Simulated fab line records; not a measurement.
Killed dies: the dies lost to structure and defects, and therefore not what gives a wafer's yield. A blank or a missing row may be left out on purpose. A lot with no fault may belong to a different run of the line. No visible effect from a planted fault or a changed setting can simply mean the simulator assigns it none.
One fault through the eyes of 3 desks | flow n5 finfet | each desk has only its own numbers; what lay behind them comes last
Where a reading is given only as a bound, like >300, the bound stands for it, and a mean or a difference that rests on one is marked > or <: the true number lies beyond.

TOOL OWNER'S DESK, rie diel-03
The tool's own readings at N5_BEOL_M15_ETCH_59 (etches BARC in N2/H2, target depth 89 nm, overetch 26.7 nm, time 67.9 s): means of the sampled wafers that have a number, for each lot that ran on this tool. Any lot whose mean is over 4 standard deviations away from the usual mean is out of limits and marked OUT; that distance is given in the brackets.
Columns: A = drypump motor current A at N5_BEOL_M15_ETCH_59, usual 5.8 A; B = oes product au at N5_BEOL_M15_ETCH_59, usual 0.66 a.u.; C = rf vpp V at N5_BEOL_M15_ETCH_59, usual 523.5 V; D = showerhead plenum p Torr at N5_BEOL_M15_ETCH_59, usual 2.53 Torr; E = throttle valve pct at N5_BEOL_M15_ETCH_59, usual 17.99 %
lot  | first seen here | A   | B    | C     | D    | E
L302 | day 13 02:38    | 5.5 | 0.64 | 522.8 | 2.53 | 18.09
L303 | day 14 07:46    | 5.5 | 0.65 | 524.6 | 2.54 | 17.89
L306 | day 15 08:09    | 5.7 | 0.63 | 522.8 | 2.50 | 17.95
L311 | day 15 20:07    | 5.5 | 0.65 | 523.2 | 2.54 | 17.90
L314 | day 16 17:21    | 5.5 | 0.64 | 523.9 | 2.54 | 17.92
L324 | day 19 08:35    | 5.6 | 0.65 | 522.3 | 2.51 | 17.95
This desk found nothing out of limits on any of the 6 lots.

METROLOGY DESK
What the gauges read for every lot (on any tool): the sampled wafers with a number, averaged. Any lot whose mean is over 4 standard deviations away from the usual mean is out of limits and marked OUT; that distance is given in the brackets.
Columns: A = cd nm at N5_BEOL_M15_CD_MEAS_28, usual 408.8 nm
lot  | first seen here | A
L302 | day 13 03:58    | 408.0
L303 | day 14 09:08    | 407.9
L305 | day 14 23:10    | 406.7
L306 | day 15 09:40    | 407.9
L311 | day 15 21:27    | 411.0
L314 | day 16 18:49    | 408.6
L318 | day 17 21:02    | 408.3
L319 | day 18 04:31    | 409.4
L324 | day 19 10:02    | 407.3
L322 | day 20 02:29    | 411.2
L323 | day 20 06:23    | 408.5
This desk found nothing out of limits on any of the 11 lots.

THE DEFECT DESK
For each lot, the counts of the inspections along the route, averaged over the sampled wafers that have a number. Any lot whose mean is over 4 standard deviations away from the usual mean is out of limits and marked OUT; that distance is given in the brackets.
Columns: A = raw defect count at N5_BEOL_M15_INSPECT_30, usual 2.3
lot  | first seen here | A
L302 | day 13 04:01    | 3.7
L303 | day 14 09:11    | 3.3
L305 | day 14 23:14    | 3.3
L306 | day 15 09:44    | 2.3
L311 | day 15 21:30    | >281 (+99 or more) OUT
L314 | day 16 18:52    | 287.3 (+99 or more) OUT
L318 | day 17 21:05    | 1.3
L319 | day 18 04:34    | 4.7
L324 | day 19 10:06    | 1.0
L322 | day 20 02:32    | 1.7
L323 | day 20 06:26    | 1.3
Finding of this desk: L311, L314 out of limits; the first was L311 at day 15 21:30, on raw defect count at N5_BEOL_M15_INSPECT_30. L302, L303, L305, L306, L318, L319, L324, L322, L323 stayed within limits.

ALL TOGETHER
The defect desk could have raised an alarm at day 15 21:30, on L311, L314.
The desk of the tool owner found nothing out of limits.
Nothing out of limits was seen by the metrology desk.
On record at the tool owner's desk: L311, L314, within its limits.
The metrology desk holds a record of L311, L314, inside its limits.
N5_BEOL_M15_ETCH_59 was run on rie diel-03 by each of the lots named.

WHAT HAD BEEN PUT IN BY THE SIMULATOR
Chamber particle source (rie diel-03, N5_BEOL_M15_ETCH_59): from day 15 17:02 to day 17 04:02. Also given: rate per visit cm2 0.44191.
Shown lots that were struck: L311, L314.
Hours from the fault's start to each desk's first reading out of limits: the defect desk, 4.
